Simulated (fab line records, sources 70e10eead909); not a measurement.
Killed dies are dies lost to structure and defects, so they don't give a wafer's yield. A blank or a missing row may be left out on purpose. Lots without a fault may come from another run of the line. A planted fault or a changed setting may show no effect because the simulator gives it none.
Chamber matching | flow nand_harc | NHARC_P_BONDPAD_ETCH_24 on rie_diel-13: 4 sister chambers
The step etches the open film in CF4/N2, target depth 30 nm, time 72.99 s. 14 wafers are shown with their chamber, then 7 later ones without.

WAFERS WITH THEIR CHAMBER
wafer  | chamber | drypump_motor_current_A (A) | rf_vpp_V (V) | oes_product_au (a.u.)
L514.1 | 3       | 5.9                         | 314.3        | 1.016
L514.3 | 2       | 6.5                         | 310.3        | 1.005
L514.6 | 0       | 6.0                         | 310.9        | 1.013
L513.2 | 1       | 6.2                         | 317.0        | 1.004
L513.3 | 0       | 6.0                         | 311.5        | 1.025
L513.5 | 2       | 6.5                         | 311.1        | 1.013
L515.2 | 0       | 6.0                         | 311.1        | 1.010
L515.3 | 1       | 6.3                         | 317.9        | 1.005
L515.4 | 2       | 6.5                         | 311.3        | 1.005
L517.1 | 3       | 5.9                         | 312.8        | 1.019
L517.4 | 0       | 6.0                         | 310.7        | 1.008
L517.5 | 3       | 5.8                         | 313.6        | 1.011
L516.3 | 0       | 6.0                         | 312.2        | 1.015
L516.5 | 3       | 5.9                         | 312.3        | 1.021

SIGNATURES (means of the wafers above)
reading                 | chamber 0 | chamber 1 | chamber 2 | chamber 3 | scatter within a chamber
drypump_motor_current_A | 6.000     | 6.250     | 6.500     | 5.875     | 0.0354
rf_vpp_V                | 311.280   | 317.450   | 310.900   | 313.250   | 0.686
oes_product_au          | 1.01420   | 1.00450   | 1.00767   | 1.01675   | 0.00524
Rule: a wafer's distance from a chamber is the root of the sum, over the readings, of the square of ((its reading less the chamber's mean) divided by the reading's scatter). The wafer belongs to the nearest chamber; if the next one is less than 2 further off, it can't be placed. The scatter: the root of (the sum of the squares of (reading less its chamber's mean) over the shown wafers, divided by (wafers less chambers)).

WAFERS WITHOUT THEIR CHAMBER
wafer  | drypump_motor_current_A (A) | rf_vpp_V (V) | oes_product_au (a.u.)
L516.6 | 6.0                         | 312.3        | 1.019
L518.4 | 6.3                         | 316.4        | 1.004
L518.5 | 6.2                         | 317.9        | 1.003
L518.6 | 6.0                         | 311.8        | 1.003
L525.6 | 5.9                         | 312.8        | 0.999
L528.3 | 6.5                         | 311.8        | 1.001
L528.5 | 6.3                         | 317.7        | 0.999

WHICH CHAMBER EACH WENT THROUGH
wafer  | from the rows above     | in truth
L516.6 | 0                       | 0
L518.4 | 1                       | 1
L518.5 | 1                       | 1
L518.6 | 0                       | 0
L525.6 | can't be placed: 3 or 0 | 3
L528.3 | 2                       | 2
L528.5 | 1                       | 1
Placed correctly: 6 of 7. Can't be placed from these rows: 1 (the true chamber is among the candidates in 1). Placed wrongly: 0.
